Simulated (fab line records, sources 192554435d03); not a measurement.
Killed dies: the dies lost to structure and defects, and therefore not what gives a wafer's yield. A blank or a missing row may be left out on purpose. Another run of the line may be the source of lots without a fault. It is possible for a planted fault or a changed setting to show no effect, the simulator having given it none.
fab line records	flow n5Finfet
[record] lots = 6	wafers = 18	lastDay = 18
route steps=1938 shown BEOL_M0@719 BEOL_M4@1111 PASSIVATION@1936
lots with no fault: from the same line, run without faults
startH: hours from the record's first day to the start of the lot's first wafer shown	waitH: time in hours since the lot's previous step	" as in the row above	L1.1+2: several wafers, shown together as one row	- value missing, or start not given	* or withheld: withheld	< > ~ a bound
route shown NAME@n: a module of which the file shows steps, and the number in the route of the first	usual: average and standard deviation across the fault-free wafers	same: alike in all rows	chamber/n: place in a boat	sites: each site's reading	_std_site: the standard deviation of these	_edge_site: the outer-site mean with the inner-site mean subtracted	radiusMm: how far each site lies from the wafer's centre	mask NAME#n: copy n	behind: the last tool/chamber to shape the wafer	hold: the reason the lot was held/the length of the hold in hours/how it ended	device: names the non-switching transistor (n, p or np)	end of line: the tests these same wafers got at the end of their route	a step without rows: its recipe alone	killed: at the first sort, the dies lost to defects and structure; wafer yield is something else	map: a wafer's dies, marking killed ones x, the rest . and places with no die _
set.NAME: the setting that was run; set.NAME@STEP: the one run at that earlier step	model.NAME: the simulator's own value behind a step, which no gauge read
lots at selected steps of the route; one table per step, one row per wafer
services: when a tool's chamber went out of use (startH, in hours from the record's first day, below 0 if earlier), for how many hours, and the reason
[[steps]]
[step N5_BEOL_M0_WET_ETCH_106]
[recipe] chemistry = DHF	dilution = 10:1	tempC = 25	target = SiO2	targetDepthA = 1300	dry = ipaMarangoni	rinseTimeS = 30	rinseTempC = 23
[step N5_BEOL_M0_ETCH_128]
[recipe] chemistry = CF4/N2	targetDepthA = 120	overetchA = 51	target = SiCN	timeS = 21.4	ionEnergyEv = 150	pressureMtorr = 40	sourceW = 430	biasW = 70	Ar_flow_sccm = 100	cf4FlowSccm = 60	n2FlowSccm = 60
[usual] drypumpMotorCurrentA = 5.9/0.49	oesProductAu = 0.55/0.063	rfVppV = 382.4/2	showerheadPlenumPTorr = 2.21/0.078	throttleValvePct = 15.36/0.21
lot.wafer	tool	chamber	startH	waitH	drypumpMotorCurrentA	oesProductAu	rfHoursCounterH	rfVppV	showerheadPlenumPTorr	throttleValvePct
L121.3	rieDiel-02	0	154.94	0.2	5.3	0.49	195	380.1	2.10	15.30
L121.4	"	3	"	"	5.6	0.51	165	381.5	2.20	15.40
L121.6	"	3	"	"	5.6	0.50	-	381.4	2.20	15.41
L125.1	rieDiel-04	2	164.06	0.1	5.6	0.50	222	379.4	2.09	15.61
L125.4	"	0	"	"	6.7	0.48	250	380.4	2.09	15.82
L125.5	"	3	"	"	6.4	0.63	-	384.3	2.26	15.42
L135.1	rieDiel-03	1	226.28	0.5	5.3	0.57	90	382.2	2.22	15.20
L135.5	"	2	"	"	5.4	0.53	-	382.1	2.21	15.24
L135.6	"	3	"	"	5.7	0.64	-	386.1	2.34	15.24
L134.1	rieDiel-03	1	226.40	0.5	5.3	0.55	90	383.4	2.22	15.19
L134.4	"	0	"	"	5.6	0.49	208	381.3	2.18	15.36
L134.5	"	2	"	"	5.4	0.55	-	382.0	2.21	15.23
L140.2	rieDiel-04	0	253.27	0.2	6.7	0.61	28	384.9	2.34	15.37
L140.4	"	1	"	"	6.3	0.65	20	379.1	2.16	15.03
L140.6	"	1	"	"	6.3	0.65	-	382.8	2.16	15.04
L139.2	rieDiel-02	0	257.03	0.1	5.3	0.47	231	380.2	2.08	15.36
L139.4	"	0	"	"	5.3	0.48	-	379.8	2.08	15.36
L139.6	"	3	"	"	5.6	0.50	-	382.5	2.19	15.48
[step N5_BEOL_M0_TRENCH_ETCH_107]
[recipe] chemistry = C4F6/O2	targetDepthA = 328	target = SiOC	timeS = 16.4	ionEnergyEv = 250	pressureMtorr = 30	sourceW = 355	biasW = 185	Ar_flow_sccm = 300	C4F6_flow_sccm = 10	O2_flow_sccm = 10
[step N5_BEOL_M0_STRIP_142]
[recipe] chemistry = N2/H2	timeS = 10	powerW = 450	tempC = 40	pressureMtorr = 20	rfFrequencyHz = 6e+07	biasPowerW = 7	n2FlowSccm = 200	h2FlowSccm = 200
[usual] drypumpMotorCurrentA = 5.9/0.49	oesProductAu = 0.81/0.095	rfVppV = 59.3/0.79	showerheadPlenumPTorr = 2.55/0.094	throttleValvePct = 23.55/0.29
lot.wafer	tool	chamber	startH	waitH	drypumpMotorCurrentA	oesProductAu	rfHoursCounterH	rfVppV	showerheadPlenumPTorr	throttleValvePct
L121.3	rieDiel-02	0	155.01	0.0	5.3	0.72	195	59.0	2.40	23.26
L121.4	"	3	"	"	5.6	0.75	165	57.5	2.53	23.64
L121.6	"	3	"	"	5.6	0.74	-	59.0	2.53	23.65
L125.1	rieDiel-04	2	164.13	0.0	5.6	0.71	222	58.1	2.41	23.70
L125.4	"	0	"	"	6.7	0.68	250	58.4	2.41	24.02
L125.5	"	3	"	"	6.4	0.91	-	58.8	2.59	23.55
L135.1	rieDiel-03	1	226.35	0.0	5.3	0.83	90	59.8	2.57	23.34
L135.5	"	2	"	"	5.4	0.78	-	59.7	2.53	23.33
L135.6	"	3	"	"	5.7	0.94	-	58.7	2.69	23.37
L134.1	rieDiel-03	1	226.46	0.0	5.3	0.83	90	59.8	2.57	23.33
L134.4	"	0	"	"	5.6	0.71	208	59.8	2.53	23.99
L134.5	"	2	"	"	5.4	0.79	-	59.1	2.53	23.34
L140.2	rieDiel-04	0	253.34	0.0	6.7	0.88	28	59.9	2.71	23.74
L140.4	"	1	"	"	6.3	0.93	20	58.7	2.48	23.17
L140.6	"	1	"	"	6.3	0.92	-	58.7	2.48	23.18
L139.2	rieDiel-02	0	257.09	0.0	5.3	0.70	231	59.5	2.38	23.32
L139.4	"	0	"	"	5.3	0.70	-	58.6	2.38	23.32
L139.6	"	3	"	"	5.6	0.71	-	61.8	2.51	23.68
[step N5_BEOL_M0_OCD_MEAS_108]
[usual] trenchDepthNm = 32.9/0.61
lot.wafer	tool	chamber	startH	waitH	trenchDepthNm
L121.3	ocd-02	-	155.09	0.1	33.1
L121.4	"	-	"	"	34.2
L121.6	"	-	"	"	33.8
L125.1	ocd-02	-	164.21	0.1	31.8
L125.4	"	-	"	"	32.8
L125.5	"	-	"	"	33.2
L135.1	ocd-02	-	226.43	0.1	32.4
L135.5	"	-	"	"	32.9
L135.6	"	-	"	"	31.8
L134.1	ocd-01	-	226.54	0.1	32.2
L134.4	"	-	"	"	33.1
L134.5	"	-	"	"	32.8
L140.2	ocd-02	-	253.42	0.1	33.3
L140.4	"	-	"	"	34.0
L140.6	"	-	"	"	34.0
L139.2	ocd-01	-	257.17	0.1	32.9
L139.4	"	-	"	"	32.1
L139.6	"	-	"	"	33.1
[step N5_BEOL_M0_HM_STRIP_129]
[recipe] chemistry = peroxideTinStrip	material = TiN	targetDepthA = 170	tempC = 50	timeS = 108
[step N5_BEOL_M0_SRD_130]
[recipe] timeS = 30	tempC = 23	rinseLiquid = diw	dry = ipaMarangoni
[step N5_BEOL_M0_ETCH_109]
[recipe] chemistry = CH3F/O2	targetDepthA = 80	overetchA = 24	target = SiCN	timeS = 27.4	ionEnergyEv = 120	pressureMtorr = 30	sourceW = 395	biasW = 75	Ar_flow_sccm = 150	CH3F_flow_sccm = 30	O2_flow_sccm = 20
[step N5_BEOL_M0_STRIP_139]
[recipe] chemistry = postEtchResidueRemover	timeS = 60	tempC = 25	removerPh = withheld	removerWaterWtPct = withheld	removerFluorideWtPct = withheld
[step N5_BEOL_M0_SRD_111]
[recipe] timeS = 30	tempC = 23	rinseLiquid = diw	dry = ipaMarangoni
[step N5_BEOL_M0_DEGAS_112]
[recipe] ambient = vacuum	tempC = 250	timeS = 60
[usual] heaterPowerW = 333/25
lot.wafer	tool	chamber	startH	waitH	heaterPowerW
L121.3	pvdSputter-01	-	156.62	1.2	356
L121.4	"	-	"	"	370
L121.6	"	-	"	"	289
L125.1	pvdSputter-03	-	166.11	1.7	323
L125.4	"	-	"	"	360
L125.5	"	-	"	"	357
L135.1	pvdSputter-01	-	226.98	0.3	365
L135.5	"	-	"	"	361
L135.6	"	-	"	"	278
L134.1	pvdSputter-01	-	227.28	0.4	362
L134.4	"	-	"	"	339
L134.5	"	-	"	"	288
L140.2	pvdSputter-02	-	254.08	0.4	312
L140.4	"	-	"	"	329
L140.6	"	-	"	"	299
L139.2	pvdSputter-03	-	257.77	0.4	321
L139.4	"	-	"	"	341
L139.6	"	-	"	"	305
[step N5_BEOL_M0_PRE_CLEAN_113]
[recipe] gas = H2/He	timeS = 30	tempC = 250
[usual] heaterPowerW = 333/25
lot.wafer	tool	chamber	startH	waitH	heaterPowerW
L121.3	pvdSputter-01	-	156.66	0.0	368
L121.4	"	-	"	"	370
L121.6	"	-	"	"	278
L125.1	pvdSputter-03	-	166.15	0.0	325
L125.4	"	-	"	"	359
L125.5	"	-	"	"	354
L135.1	pvdSputter-01	-	227.02	0.0	367
L135.5	"	-	"	"	362
L135.6	"	-	"	"	287
L134.1	pvdSputter-01	-	227.32	0.0	364
L134.4	"	-	"	"	337
L134.5	"	-	"	"	296
L140.2	pvdSputter-02	-	254.12	0.0	298
L140.4	"	-	"	"	341
L140.6	"	-	"	"	308
L139.2	pvdSputter-03	-	257.81	0.0	313
L139.4	"	-	"	"	353
L139.6	"	-	"	"	316
[step N5_BEOL_M0_ALD_136]
[recipe] material = TaN	targetThkA = *	tempC = 275	aldPrecursorFamily = PDMAT	aldCoReactant = NH3	pressureTorr = 3	carrierFlowSccm = 1500	pulseTimeS = 2	purgeTimeS = 3	coReactantPurgeTimeS = 2	coReactantPulseTimeS = 3	aldCycles = 30	precursorVesselTempC = 75	precursorVesselPressureTorr = 26.25	precursorVesselCarrierSccm = 1000
[usual] aldCycles = 30/0	heaterPowerW = 403/48	precursorVesselCarrierSccm = 1000/3.4
[same] pulseTimeS = 2
lot.wafer	tool	chamber	startH	waitH	aldCycles	heaterPowerW	precursorVesselCarrierSccm
L121.3	aldMetal-03	0	156.77	0.1	30	382	997
L121.4	"	2	"	"	30	497	995
L121.6	"	0	"	"	30	369	997
L125.1	aldMetal-03	2	166.21	0.0	30	479	996
L125.4	"	1	"	"	30	430	996
L125.5	"	1	"	"	30	425	998
L135.1	aldMetal-03	3	227.14	0.1	27	327	999
L135.5	"	2	"	"	27	489	1001
L135.6	"	1	"	"	27	425	998
L134.1	aldMetal-03	3	227.38	0.0	27	327	1007
L134.4	"	1	"	"	30	418	1006
L134.5	"	2	"	"	27	490	1005
L140.2	aldMetal-04	1	254.28	0.1	30	456	997
L140.4	"	2	"	"	30	343	1003
L140.6	"	3	"	"	30	347	996
L139.2	aldMetal-04	0	257.87	0.0	30	446	1000
L139.4	"	1	"	"	30	460	996
L139.6	"	1	"	"	30	456	995
[step N5_BEOL_M0_SURFACE_TREAT_137]
[recipe] gas = Ar	timeS = *	ionEnergyEv = *	ionCurrentMaCm2 = 0.5	pressureMtorr = *	arFlowSccm = 30
[usual] arFlowSccm = 30.00/0.097	pressureMtorr = *	throttleValvePct = *
lot.wafer	tool	chamber	startH	waitH	arFlowSccm	pressureMtorr	throttleValvePct
L121.3	pvdSputter-03	-	157.03	0.2	29.90	*	*
L121.4	"	-	"	"	30.03	*	*
L121.6	"	-	"	"	29.90	*	*
L125.1	pvdSputter-03	-	166.49	0.2	30.23	*	*
L125.4	"	-	"	"	30.04	*	*
L125.5	"	-	"	"	29.89	*	*
L135.1	pvdSputter-02	-	227.38	0.1	29.98	*	*
L135.5	"	-	"	"	29.95	*	*
L135.6	"	-	"	"	30.01	*	*
L134.1	pvdSputter-02	-	227.62	0.1	29.97	*	*
L134.4	"	-	"	"	29.98	*	*
L134.5	"	-	"	"	30.14	*	*
L140.2	pvdSputter-01	-	254.52	0.1	30.03	*	*
L140.4	"	-	"	"	29.95	*	*
L140.6	"	-	"	"	29.90	*	*
L139.2	pvdSputter-01	-	258.11	0.1	29.95	*	*
L139.4	"	-	"	"	29.89	*	*
L139.6	"	-	"	"	29.90	*	*
[step N5_BEOL_M4_RC_MEAS_101]
[usual] DIBL_N = 35.8/1.6	DIBL_P = 36.0/1.9	IOFF_N = 0.151/0.029	IOFF_P = 0.21/0.037	ION_N = 673/12	ION_P = 463/7.3	SS_N = 71.5/0.58	SS_P = 73.2/0.61	VT_N = 251/3.3	VT_P = -250/3.3
lot.wafer	tool	chamber	startH	waitH	DIBL_N[mV/V]	DIBL_P[mV/V]	IOFF_N[nA/um]	IOFF_P[nA/um]	ION_N[uA/um]	ION_P[uA/um]	SS_N[mV/dec]	SS_P[mV/dec]	VT_N[mV]	VT_P[mV]
L121.3	prober-02	0	209.02	0.3	37.5	37.6	0.156	0.22	670	465	71.6	73.0	248	-250
L121.4	"	0	"	"	35.1	34.3	0.117	0.18	663	454	70.5	72.3	253	-250
L121.6	"	0	"	"	38.4	38.3	0.168	0.24	686	472	71.8	73.1	250	-248
L125.1	prober-01	0	210.16	0.0	34.0	33.9	0.108	0.16	658	451	71.1	73.2	256	-252
L125.4	"	0	"	"	34.5	34.2	0.117	0.17	663	467	71.0	72.3	252	-250
L125.5	"	0	"	"	35.5	34.5	0.131	0.16	663	457	71.8	72.7	254	-256
L134.1	prober-01	0	277.28	0.0	36.1	36.7	0.174	0.22	691	473	71.8	73.6	247	-252
L134.4	"	0	"	"	33.0	32.3	0.112	0.16	659	455	70.5	72.4	255	-251
L134.5	"	0	"	"	33.6	33.6	0.128	0.17	677	463	71.3	73.2	252	-251
L135.1	prober-01	0	280.84	0.0	35.6	35.9	0.150	0.20	673	459	71.4	73.4	247	-251
L135.5	"	0	"	"	33.0	32.2	0.112	0.15	672	461	70.1	73.0	255	-255
L135.6	"	0	"	"	36.4	37.1	0.163	0.23	672	466	71.8	74.1	249	-249
L139.2	prober-02	0	314.35	0.2	34.0	33.1	0.109	0.16	654	455	71.3	72.6	255	-255
L139.4	"	0	"	"	35.1	34.7	0.127	0.18	667	461	71.6	73.5	254	-255
L139.6	"	0	"	"	35.0	35.0	0.129	0.18	665	455	71.3	72.5	253	-254
L140.2	prober-01	0	314.73	0.2	34.0	34.4	0.113	0.19	654	457	71.1	73.3	256	-252
L140.4	"	0	"	"	33.1	34.0	0.114	0.18	671	471	70.7	72.3	258	-251
L140.6	"	0	"	"	31.8	32.0	0.099	0.15	664	463	71.3	72.2	257	-252
[step N5_PASSIVATION_PROBE_49]
[usual] defectLimitedYield = 90.9/1.4	killed_at_M0_to_M3 = 37/12	killed_at_M4_up = 14/5.3	killedAtContacts = 12/6.2	killedAtFrontEnd = 41/11	killedAtOther = 3.7/2.9	killedDies = 107/17	killedOpen = 71/12	killedShort = 34/7.9	sort_bin_5_function = 5.3/0.95	sort_bin_6_memory = 3.4/0.7	sortNPass = 1073/17	sortYieldPct = 90.9/1.5
[same] grossDies = 1180	killedAtBackSide = 0	sort_bin_4_leakage[%] = 0	sort_bin_8_speed[%] = 0
lot.wafer	tool	chamber	startH	waitH	defectLimitedYield[%]	killed_at_M0_to_M3	killed_at_M4_up	killedAtContacts	killedAtFrontEnd	killedAtOther	killedDies	killedOpen	killedShort	sort_bin_5_function[%]	sort_bin_6_memory[%]	sortNPass	sortYieldPct[%]
L121.3	prober-01	-	317.00	0.1	90.5	35	18	11	43	5	112	71	34	4.5	4.2	1068	90.5
L121.4	prober-01	-	317.05	0.2	93.2	18	11	6	42	3	80	41	34	3.5	2.6	1100	93.2
L121.6	prober-01	-	317.15	0.3	91.6	46	11	6	32	4	99	64	35	4.7	3.5	1081	91.6
L125.1	prober-02	-	325.04	0.0	92.5	21	14	12	34	8	89	58	29	4.2	3.0	1091	92.5
L125.4	prober-02	-	325.19	0.2	90.5	30	13	18	49	2	112	75	35	4.9	4.3	1068	90.5
L125.5	prober-02	-	325.24	0.2	90.8	38	9	8	49	5	109	69	39	5.3	3.7	1071	90.8
L134.1	prober-01	-	387.40	0.0	90.4	40	15	11	43	4	113	78	33	5.3	4.0	1067	90.4
L134.4	prober-01	-	387.55	0.2	91.0	33	9	6	49	9	106	71	35	5.5	3.1	1074	91.0
L134.5	prober-01	-	387.60	0.2	88.5	47	22	20	45	2	136	100	32	6.8	4.4	1044	88.5
L135.1	prober-01	-	389.39	0.0	90.8	32	16	18	36	6	108	72	36	5.4	3.4	1072	90.8
L135.5	prober-01	-	389.59	0.2	90.3	32	10	19	46	8	115	79	35	5.8	3.6	1065	90.3
L135.6	prober-01	-	389.64	0.3	87.8	54	10	27	49	4	144	83	61	7.7	4.2	1036	87.8
L139.2	prober-02	-	419.77	0.1	91.9	37	11	4	43	1	96	69	25	4.4	3.4	1084	91.9
L139.4	prober-02	-	419.87	0.2	90.0	35	6	19	49	9	118	74	42	6.4	3.4	1062	90.0
L139.6	prober-02	-	419.97	0.3	94.3	24	6	4	32	1	67	46	20	3.4	2.0	1113	94.3
L140.2	prober-02	-	426.11	0.1	88.1	44	21	21	52	2	140	87	50	6.9	4.4	1040	88.1
L140.4	prober-02	-	426.21	0.2	90.6	32	9	6	59	5	111	65	44	4.6	4.7	1069	90.6
L140.6	prober-02	-	426.31	0.3	90.8	30	25	10	42	1	108	74	33	5.8	3.2	1072	90.8
// killed by level:class
L121.3 BEOL_M2:geometricParticle:open=14 FIN_SAQP:geometricParticle:open=9 STI_FIN_REVEAL:geometricParticle:open=8 MOL_CONTACT_COAG:geometricParticle:open=7 FIN_SAQP:geometricParticle:short=6 HKMG_FIN:areaEtch=6 ILD0:geometricParticle:short=5 BEOL_M5:geometricParticle:open=5
L121.4 FIN_SAQP:geometricParticle:short=13 STI_FIN_REVEAL:geometricParticle:open=7 BEOL_M0_SAQP:geometricParticle:short=7 DUMMY_GATE:geometricParticle:open=6 BEOL_M2:geometricParticle:open=5 HKMG_FIN:areaEtch=5 FIN_SAQP:geometricParticle:open=4 MOL_CONTACT_COAG:geometricParticle:open=4
L121.6 BEOL_M3:geometricParticle:open=9 STI_FIN_REVEAL:geometricParticle:open=8 BEOL_M0_SAQP:geometricParticle:short=8 DUMMY_GATE:geometricParticle:open=6 BEOL_M0_SAQP:geometricParticle:open=6 BEOL_M1:geometricParticle:open=6 BEOL_M1:geometricParticle:short=6 MOL_CONTACT_COAG:geometricParticle:open=4
L125.1 MOL_CONTACT_COAG:geometricParticle:open=9 BEOL_M2:geometricParticle:open=9 DUMMY_GATE:geometricParticle:open=7 FIN_SAQP:geometricParticle:open=5 STI_FIN_REVEAL:geometricParticle:open=5 ILD0:geometricParticle:short=4 BEOL_M2:geometricParticle:short=4 STARTING-WAFER:geometricParticle:open=4
L125.4 FIN_SAQP:geometricParticle:short=18 MOL_CONTACT_COAG:geometricParticle:open=16 BEOL_M2:geometricParticle:open=14 FIN_SAQP:geometricParticle:open=10 DUMMY_GATE:geometricParticle:open=7 STI_FIN_REVEAL:geometricParticle:open=6 BEOL_M0_SAQP:geometricParticle:short=5 BEOL_M5:geometricParticle:open=4
L125.5 FIN_SAQP:geometricParticle:short=13 FIN_SAQP:geometricParticle:open=9 BEOL_M0_SAQP:geometricParticle:open=9 STI_FIN_REVEAL:geometricParticle:open=8 DUMMY_GATE:geometricParticle:open=8 BEOL_M2:geometricParticle:open=8 MOL_CONTACT_COAG:geometricParticle:open=7 BEOL_M0_SAQP:geometricParticle:short=7
L134.1 STI_FIN_REVEAL:geometricParticle:open=11 BEOL_M2:geometricParticle:open=11 BEOL_M0_SAQP:geometricParticle:open=9 MOL_CONTACT_COAG:geometricParticle:open=8 FIN_SAQP:geometricParticle:open=7 FIN_SAQP:geometricParticle:short=6 BEOL_M0_SAQP:geometricParticle:short=6 BEOL_M4:geometricParticle:open=6
L134.4 STI_FIN_REVEAL:geometricParticle:open=12 FIN_SAQP:geometricParticle:short=11 BEOL_M0_SAQP:geometricParticle:open=10 BEOL_M0_SAQP:geometricParticle:short=10 DUMMY_GATE:geometricParticle:open=8 MOL_CONTACT_COAG:geometricParticle:open=6 BEOL_M2:geometricParticle:open=5 FIN_SAQP:geometricParticle:open=4
L134.5 MOL_CONTACT_COAG:geometricParticle:open=17 BEOL_M3:geometricParticle:open=17 BEOL_M4:geometricParticle:open=11 BEOL_M0_SAQP:geometricParticle:open=10 STI_FIN_REVEAL:geometricParticle:open=9 FIN_SAQP:geometricParticle:open=8 ILD0:geometricParticle:short=6 BEOL_M2:geometricParticle:open=6
L135.1 MOL_CONTACT_COAG:geometricParticle:open=13 BEOL_M0_SAQP:geometricParticle:short=10 STI_FIN_REVEAL:geometricParticle:open=9 FIN_SAQP:geometricParticle:open=7 BEOL_M0_SAQP:geometricParticle:open=7 DUMMY_GATE:geometricParticle:open=6 BEOL_M1:geometricParticle:open=6 MOL_CONTACT_COAG:geometricParticle:short=5
L135.5 MOL_CONTACT_COAG:geometricParticle:open=17 FIN_SAQP:geometricParticle:open=14 BEOL_M0_SAQP:geometricParticle:open=11 BEOL_M1:geometricParticle:open=10 DUMMY_GATE:geometricParticle:open=9 FIN_SAQP:geometricParticle:short=8 BEOL_M0_SAQP:geometricParticle:short=7 PASS1_CAP:geometricParticle:short=5
L135.6 MOL_CONTACT_COAG:geometricParticle:open=24 BEOL_M0_SAQP:geometricParticle:short=14 BEOL_M3:geometricParticle:short=11 GATE_CUT:geometricParticle:short=9 BEOL_M1:geometricParticle:open=9 FIN_SAQP:geometricParticle:open=7 BEOL_M1:geometricParticle:short=7 GATE_CUT:geometricParticle:open=6
L139.2 BEOL_M1:geometricParticle:open=16 STI_FIN_REVEAL:geometricParticle:open=10 GATE_CUT:geometricParticle:open=6 BEOL_M0_SAQP:geometricParticle:open=6 BEOL_M3:geometricParticle:open=6 FIN_SAQP:geometricParticle:short=5 GATE_CUT:geometricParticle:short=5 MOL_CONTACT_COAG:geometricParticle:open=4
L139.4 MOL_CONTACT_COAG:geometricParticle:open=14 FIN_SAQP:geometricParticle:short=12 BEOL_M1:geometricParticle:open=12 GATE_CUT:geometricParticle:short=9 FIN_SAQP:geometricParticle:open=7 BEOL_M3:geometricParticle:open=6 STI_FIN_REVEAL:geometricParticle:open=5 MOL_CONTACT_COAG:geometricParticle:short=5
L139.6 FIN_SAQP:geometricParticle:open=8 BEOL_M1:geometricParticle:open=7 BEOL_M3:geometricParticle:open=5 GATE_CUT:geometricParticle:short=4 MOL_CONTACT_COAG:geometricParticle:open=4 STI_FIN_REVEAL:geometricParticle:open=3 STARTING-WAFER:geometricParticle:open=3 ILD0:geometricParticle:short=3
L140.2 MOL_CONTACT_COAG:geometricParticle:open=16 BEOL_M4:geometricParticle:open=13 FIN_SAQP:geometricParticle:short=10 FIN_SAQP:geometricParticle:open=10 BEOL_M0_SAQP:geometricParticle:short=9 DUMMY_GATE:geometricParticle:open=8 BEOL_M2:geometricParticle:open=8 GATE_CUT:geometricParticle:short=7
L140.4 FIN_SAQP:geometricParticle:short=15 FIN_SAQP:geometricParticle:open=12 BEOL_M0_SAQP:geometricParticle:short=9 BEOL_M4:geometricParticle:open=7 STI_FIN_REVEAL:geometricParticle:open=6 DUMMY_GATE:geometricParticle:open=6 BEOL_M2:geometricParticle:open=4 BEOL_M0_SAQP:geometricParticle:open=4
L140.6 BEOL_M4:geometricParticle:open=14 BEOL_M0_SAQP:geometricParticle:open=11 BEOL_M0_SAQP:geometricParticle:short=11 FIN_SAQP:geometricParticle:open=9 MOL_CONTACT_COAG:geometricParticle:open=8 DUMMY_GATE:geometricParticle:open=5 GATE_CUT:geometricParticle:short=5 ILD0:geometricParticle:open=4
[[services]]
tool	chamber	startH	hours	kind
pvdSputter-01	-	137.17	2.2	repair
rieDiel-02	-	145.40	4.3	pm
rieDiel-03	3	158.12	-	clean
rieDiel-03	3	158.12	-	consumableReplace:focusRing
rieDiel-03	3	158.12	-	consumableReplace:showerhead
rieDiel-03	3	158.12	16.4	scheduledDown
rieDiel-03	3	158.12	16.4	ventCycle
rieDiel-02	-	163.03	3.2	repair
rieDiel-04	0	165.28	-	clean
rieDiel-04	0	165.28	-	consumableReplace:focusRing
rieDiel-04	0	165.28	-	consumableReplace:showerhead
rieDiel-04	0	165.28	18.7	scheduledDown
rieDiel-04	0	165.28	18.7	ventCycle
rieDiel-04	1	184.08	-	clean
rieDiel-04	1	184.08	-	consumableReplace:focusRing
rieDiel-04	1	184.08	16.1	scheduledDown
rieDiel-04	1	184.08	16.1	ventCycle
rieDiel-03	3	189.80	9.6	repair
rieDiel-03	-	219.02	2.8	pm
pvdSputter-01	-	231.67	2.2	repair
rieDiel-04	2	235.93	-	clean
rieDiel-04	2	235.93	-	consumableReplace:focusRing
rieDiel-04	2	235.93	-	consumableReplace:showerhead
pvdSputter-01	-	236.50	2.7	repair
[[key]]
[firstSign] step = N5_BEOL_M0_ALD_136	reading = aldCycles	direction = down	sigmas = 99+	usual = *	struck = *
effect none on later readings
metAt N5_BEOL_M0_ALD_136
struckWafers L134.1,L134.5,L135.1,L135.5,L135.6
onsetBetween 166.21 227.14
[fault] kind = processParameterDrift	tool = aldMetal-03	chamber = -	onsetH = 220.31	steps = N5_BEOL_M0_ALD_136	channel = aldCycles	offset = *	shape = step	endH = 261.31	scope = struckWafersOnly	actsIn = *	stated = *
